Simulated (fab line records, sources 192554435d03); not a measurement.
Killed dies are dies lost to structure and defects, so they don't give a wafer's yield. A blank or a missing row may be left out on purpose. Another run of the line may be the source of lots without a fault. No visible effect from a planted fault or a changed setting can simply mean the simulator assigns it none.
Comparing a struck lot with a sound one    flow n5 finfet    16 out of 1938 route steps
Sound: wafers L719.3, L719.5, L719.6. Struck: wafer L726.5 (left out: L726.2, a lot-mate that was not struck); the cause follows at the end.
At each step with rows: each side's tool, then ch and its chambers, then its first start. Under that, the readings that differ: sound wafers    struck wafers    difference of the means    sigmas: that difference in standard deviations of wafers without a fault.
alike: same words and numbers on both sides, and readings whose means sit less than 2 such deviations apart. not compared: any withheld reading, any reading some wafer has no value for, any bound like >300 that may hide the same value, and any number with overlapping values for which the record gives no deviation.
The two part at a step that has a row with sigmas, a row that says differs or no value, or rows on one side only. Non-overlapping numbers with no deviation appear without sigmas and do not part them. A reading that every wafer of one side lacks parts them only if that side has two wafers or more.

first, 7 steps without rows for these wafers: N5_MOL_CONTACT_COAG_COAT_77 (time 60 s, resist thk 10 nm); N5_MOL_CONTACT_COAG_COAT_78 (resist thk 40 nm); N5_MOL_CONTACT_COAG_EBR_80; N5_MOL_CONTACT_COAG_SOFTBAKE_79 (time 60 s); N5_MOL_CONTACT_COAG_EXPOSE_81 (exposes mask VG, defocus 0 nm); N5_MOL_CONTACT_COAG_PEB_82 (peb time 60 s); N5_MOL_CONTACT_COAG_DEVELOP_83 (develop time 30 s).
N5_MOL_CONTACT_COAG_CD_MEAS_84: target cd 25.1 nm.
  sound on cd sem-02 ch 0, day 5 14:46; struck on cd sem-02 ch 0, day 7 03:50
  alike: cd nm
N5_MOL_CONTACT_COAG_OVL_MEAS_85:
  sound on overlay-01 ch 0, day 5 14:47; struck on overlay-01 ch 0, day 7 03:52
  alike: VG_OVL
N5_MOL_CONTACT_COAG_INSPECT_57: inspects for defects (brightfield).
  struck on defect inspect-01, day 7 03:55; sound on defect inspect-02, day 5 14:51
reading           sound        struck  difference  sigmas
raw defect count  212 157 199  324     +135        +3
N5_MOL_CONTACT_COAG_DESCUM_88: chemistry O2, time 7 s.
  sound on rie diel-06 ch 1,2, day 5 15:14; struck on rie diel-06 ch 0, day 7 03:57
reading                          sound              struck  difference  sigmas
drypump motor current A (A)      6.5 6.4 6.5        5.3     -1.2        -3
rf vpp V (V)                     244.8 243.4 246.3  240.2   -4.6        -4
showerhead plenum p Torr (Torr)  2.15 2.16 2.15     1.99    -0.16       -3
  alike: o2 flow sccm, oes product au, throttle valve pct
  not compared: rf hours counter h
N5_MOL_CONTACT_COAG_ETCH_89: etches underlayer in N2/H2, target depth 13 nm, time 10.4 s.
  sound on rie diel-06 ch 1,2, day 5 15:16; struck on rie diel-06 ch 0, day 7 03:59
reading                          sound              struck  difference  sigmas
drypump motor current A (A)      6.5 6.4 6.5        5.4     -1.1        -3
etch rf on time s (s)            10.08 10.30 9.97   10.93   +0.81       +3
rf vpp V (V)                     526.5 525.9 525.1  520.9   -4.9        -2
showerhead plenum p Torr (Torr)  2.60 2.59 2.60     2.40    -0.20       -3
  alike: h2 flow sccm, oes product au, rf fwd power W, throttle valve pct
  not compared: rf hours counter h
N5_MOL_CONTACT_COAG_ETCH_90: etches SiARC in CF4, target depth 13 nm, time 21.7 s.
  sound on rie diel-06 ch 1,2, day 5 15:17; struck on rie diel-06 ch 0, day 7 04:00
reading                          sound              struck  difference  sigmas
drypump motor current A (A)      6.5 6.4 6.5        5.4     -1.1        -3
etch rf on time s (s)            21.1 21.7 21.2     38.1    +16.8       +26
oes product au (a.u.)            0.62 0.60 0.62     0.45    -0.16       -2
rf vpp V (V)                     185.1 185.9 184.7  182.6   -2.6        -3
showerhead plenum p Torr (Torr)  2.22 2.18 2.22     2.06    -0.15       -3
  alike: rf fwd power W, throttle valve pct
  not compared: rf hours counter h
N5_MOL_CONTACT_COAG_ALD_131: deposits SiO2, target thk 5 nm, pulse time 1 s, co reactant pulse time 1 s.
  sound on ald sin-01 ch 0,1,2, day 5 15:29; struck on ald sin-01 ch 3, day 7 04:05
  alike: heater power w, precursor pulse height rel
  not compared: since wet clean h
-- a jump in the record: the struck wafers' starts before and after are 4 days apart (it breaks off in module MOL_CONTACT_COAG and resumes in module BEOL_M4, where the first step shown is number 1111 of the route) --
N5_BEOL_M4_RC_MEAS_101:
  sound on prober-02 ch 0, day 8 10:43; struck on prober-02 ch 0, day 10 17:04
  alike: DIBL_N, DIBL_P, IOFF_N, IOFF_P, ION_N, ION_P, SS_N, SS_P, VT_N, VT_P
N5_PASSIVATION_PROBE_49:
  the record has rows for the sound wafers here (prober-02, day 13 03:19) and none for the struck ones

## WHERE THEY PART
First at N5_MOL_CONTACT_COAG_INSPECT_57; last, within this record, at N5_PASSIVATION_PROBE_49.

WHY: what the simulator had put in
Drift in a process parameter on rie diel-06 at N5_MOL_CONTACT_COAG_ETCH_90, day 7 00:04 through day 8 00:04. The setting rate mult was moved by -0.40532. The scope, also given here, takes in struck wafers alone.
